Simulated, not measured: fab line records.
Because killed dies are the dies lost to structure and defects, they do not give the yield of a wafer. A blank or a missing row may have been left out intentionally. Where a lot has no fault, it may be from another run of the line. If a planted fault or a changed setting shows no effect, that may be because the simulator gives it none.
Matching of chambers	flow n5Finfet	rieDiel-01 running N5_BEOL_M3_STRIP_19: 4 sister chambers
The step strips in O2. 8 wafers are shown with their chamber, then 7 later ones without.

WAFERS PAIRED WITH THEIR CHAMBERS
wafer	chamber	throttleValvePct (%)	showerheadPlenumPTorr (Torr)
L074.4	2	16.79	2.17
L086.2	3	16.69	2.06
L086.5	3	16.68	2.06
L090.1	1	16.74	2.06
L090.3	0	16.20	2.10
L090.5	0	16.20	2.10
L097.2	1	16.78	2.05
L097.4	2	16.85	2.15

WAFERS WITHOUT THEIR CHAMBER
wafer	throttleValvePct (%)	showerheadPlenumPTorr (Torr)
L097.5	16.77	2.05
L094.2	16.77	2.05
L094.3	16.73	2.05
L094.5	16.78	2.05
L096.4	16.87	2.15
L096.5	16.78	2.05
L096.6	16.21	2.09

EACH ONE'S CHAMBER
wafer	from the rows above	in truth
L097.5	1	1
L094.2	1	1
L094.3	can't be placed: 1 or 3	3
L094.5	1	1
L096.4	2	2
L096.5	1	1
L096.6	0	0
6 of 7 placed correctly. Not placeable from these rows: 1 (in 1, the candidates include the true chamber). 0 placed wrongly.
How it was worked out, from the rows above alone: a wafer's distance from a chamber is the root of the sum, over the readings, of the square of ((its reading less the chamber's mean) divided by the reading's scatter). The wafer belongs to the nearest chamber; if the next one is less than 2 further off, it can't be placed. For every chamber, the mean is computed from those of its wafers that are shown. The scatter: the root of (the sum of the squares of (reading less its chamber's mean) over the shown wafers, divided by (wafers less chambers)).
